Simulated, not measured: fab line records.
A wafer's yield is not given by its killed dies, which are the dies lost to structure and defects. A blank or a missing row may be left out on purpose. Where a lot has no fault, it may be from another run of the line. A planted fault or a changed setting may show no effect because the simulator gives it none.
Matching of chambers ; flow n5_finfet ; 3 sister chambers for N5_BEOL_M0_SAQP_PECVD_03 on pecvd-02
The step deposits SiCN from 3MS/NH3, target thk 12 nm, time 21.1 s. 14 wafers are shown with their chamber, then 7 later ones without.

== WAFERS WITH THEIR CHAMBER ==
wafer;chamber;rf_fwd_power_W (W);throttle_valve_pct (%);showerhead_plenum_p_Torr (Torr)
L793.2;0;198.4;8.6;3.658
L793.3;1;200.5;8.9;3.636
L793.5;1;200.0;8.7;3.656
L796.2;2;199.6;9.0;3.658
L796.4;2;199.2;9.1;3.672
L796.5;1;201.0;9.2;3.647
L802.1;0;198.3;8.5;3.666
L802.3;1;201.1;9.2;3.657
L802.6;0;198.3;8.8;3.661
L803.1;2;199.0;9.2;3.660
L803.3;1;200.1;9.2;3.659
L803.4;1;200.1;8.9;3.646
L807.1;1;200.8;8.8;3.643
L807.3;0;198.7;8.6;3.672

SIGNATURES, as means of the wafers listed above
reading;chamber 0;chamber 1;chamber 2;scatter within a chamber
rf_fwd_power_W;198.425;200.514;199.267;0.377
throttle_valve_pct;8.625;8.986;9.100;0.175
showerhead_plenum_p_Torr;3.66425;3.64914;3.66333;0.00774
Rule: distance of a wafer from a chamber = root of the sum over the readings of ((wafer's reading minus chamber's mean) / reading's scatter) squared. The wafer belongs to the nearest chamber; if the next one is less than 2 further off, it can't be placed. The scatter is the square root of a quotient: the sum, over the shown wafers, of each reading's squared deviation from its chamber's mean, divided by wafers minus chambers.

== WAFERS WITH NO CHAMBER GIVEN ==
wafer;rf_fwd_power_W (W);throttle_valve_pct (%);showerhead_plenum_p_Torr (Torr)
L807.5;198.4;8.7;3.673
L808.3;200.0;8.9;3.668
L808.5;199.4;9.1;3.669
L808.6;199.5;8.6;3.661
L816.2;198.1;8.9;3.654
L816.5;197.9;8.9;3.673
L816.6;199.2;9.2;3.668

== CHAMBER TAKEN BY EACH ==
wafer;from the rows above;in truth
L807.5;0;0
L808.3;can't be placed: 2 or 1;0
L808.5;2;2
L808.6;can't be placed: 0 or 2 or 1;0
L816.2;can't be placed: 0 or 2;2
L816.5;can't be placed: 0 or 2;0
L816.6;2;2
Placed correctly: 3 of 7. Not placeable from these rows: 4 (in 3, the candidates include the true chamber). 0 placed wrongly.
